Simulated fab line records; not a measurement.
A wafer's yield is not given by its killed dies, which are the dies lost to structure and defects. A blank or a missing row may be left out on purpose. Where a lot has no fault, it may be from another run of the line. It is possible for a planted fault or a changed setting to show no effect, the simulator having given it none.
Chamber matching + flow n5 finfet + 4 sister chambers for N5_BEOL_M1_ALD_84 on ald metal-04
The step deposits TaN, pulse time 2 s, purge time 3 s, co reactant purge time 2 s. 4 wafers are shown with their chamber, then 9 later ones without.

WAFERS, EACH WITH ITS CHAMBER
| wafer  | chamber | heater power w (W) |
|--------|---------|--------------------|
| L090.5 | 0       | 451                |
| L091.1 | 3       | 389                |
| L091.2 | 2       | 426                |
| L091.6 | 1       | 451                |

WAFERS MISSING THEIR CHAMBER
| wafer  | heater power w (W) |
|--------|--------------------|
| L094.1 | 381                |
| L094.2 | 421                |
| L094.4 | 463                |
| L096.1 | 468                |
| L096.2 | 423                |
| L096.3 | 448                |
| L097.1 | 385                |
| L097.2 | 425                |
| L097.6 | 424                |

CHAMBER TAKEN BY EACH
| wafer  | from the rows above     | in truth |
|--------|-------------------------|----------|
| L094.1 | 3                       | 3        |
| L094.2 | 2                       | 2        |
| L094.4 | can't be placed: 0 or 1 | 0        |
| L096.1 | can't be placed: 0 or 1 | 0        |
| L096.2 | 2                       | 2        |
| L096.3 | can't be placed: 0 or 1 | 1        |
| L097.1 | 3                       | 3        |
| L097.2 | 2                       | 2        |
| L097.6 | 2                       | 2        |
6 of 9 placed correctly. From these rows, 3 cannot be placed; in 3 the true chamber is one of the candidates. Number placed wrongly: 0.
How it was worked out, from the rows above alone: a wafer's distance from a chamber is the root of the sum, over the readings, of the square of ((its reading less the chamber's mean) divided by the reading's scatter). If the next closest chamber is less than 2 further off than the closest, the wafer can't be placed; otherwise it belongs to the closest. Each chamber's mean is taken over the wafers shown for it. The scatter: with one shown wafer a chamber, the root of the mean of the squares of how far each hidden wafer lies from its nearest shown one.
